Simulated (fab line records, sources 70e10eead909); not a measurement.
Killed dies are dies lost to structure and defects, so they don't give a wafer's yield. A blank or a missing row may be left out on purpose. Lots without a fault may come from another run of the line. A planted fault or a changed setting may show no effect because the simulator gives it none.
Chamber matching | flow nand_harc | NHARC_A_STAIRCASE_ETCH_169 on rie_diel-05: 4 sister chambers
The step etches the open film in CH3F/O2, target depth 50 nm, time 107.1 s. 8 wafers are shown with their chamber, then 10 later ones without.

WAFERS WITH THEIR CHAMBER
wafer  | chamber | showerhead_plenum_p_Torr (Torr) | rf_vpp_V (V)
L082.6 | 3       | 2.49                            | 244.6
L084.4 | 3       | 2.49                            | 244.2
L084.5 | 0       | 2.51                            | 245.7
L086.1 | 2       | 2.63                            | 245.6
L086.3 | 1       | 2.34                            | 243.1
L086.6 | 0       | 2.51                            | 244.3
L088.3 | 1       | 2.33                            | 242.0
L088.4 | 2       | 2.63                            | 245.5

WAFERS WITHOUT THEIR CHAMBER
wafer  | showerhead_plenum_p_Torr (Torr) | rf_vpp_V (V)
L088.5 | 2.63                            | 245.3
L091.2 | 2.50                            | 245.4
L091.4 | 2.62                            | 245.5
L091.5 | 2.50                            | 245.7
L095.2 | 2.62                            | 246.6
L095.3 | 2.50                            | 244.0
L095.6 | 2.62                            | 246.6
L096.1 | 2.47                            | 244.2
L096.5 | 2.49                            | 244.7
L096.6 | 2.32                            | 242.4

WHICH CHAMBER EACH WENT THROUGH
wafer  | from the rows above     | in truth
L088.5 | 2                       | 2
L091.2 | can't be placed: 0 or 3 | 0
L091.4 | 2                       | 2
L091.5 | can't be placed: 0 or 3 | 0
L095.2 | 2                       | 2
L095.3 | can't be placed: 3 or 0 | 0
L095.6 | 2                       | 2
L096.1 | 3                       | 3
L096.5 | 3                       | 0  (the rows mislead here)
L096.6 | 1                       | 1
Placed correctly: 6 of 10. Can't be placed from these rows: 3 (the true chamber is among the candidates in 3). Placed wrongly: 1.
How it was worked out, from the rows above alone: a wafer's distance from a chamber is the root of the sum, over the readings, of the square of ((its reading less the chamber's mean) divided by the reading's scatter). The wafer belongs to the nearest chamber; if the next one is less than 2 further off, it can't be placed. A chamber's mean is the mean of its shown wafers. The scatter: the root of (the sum of the squares of (reading less its chamber's mean) over the shown wafers, divided by (wafers less chambers)).
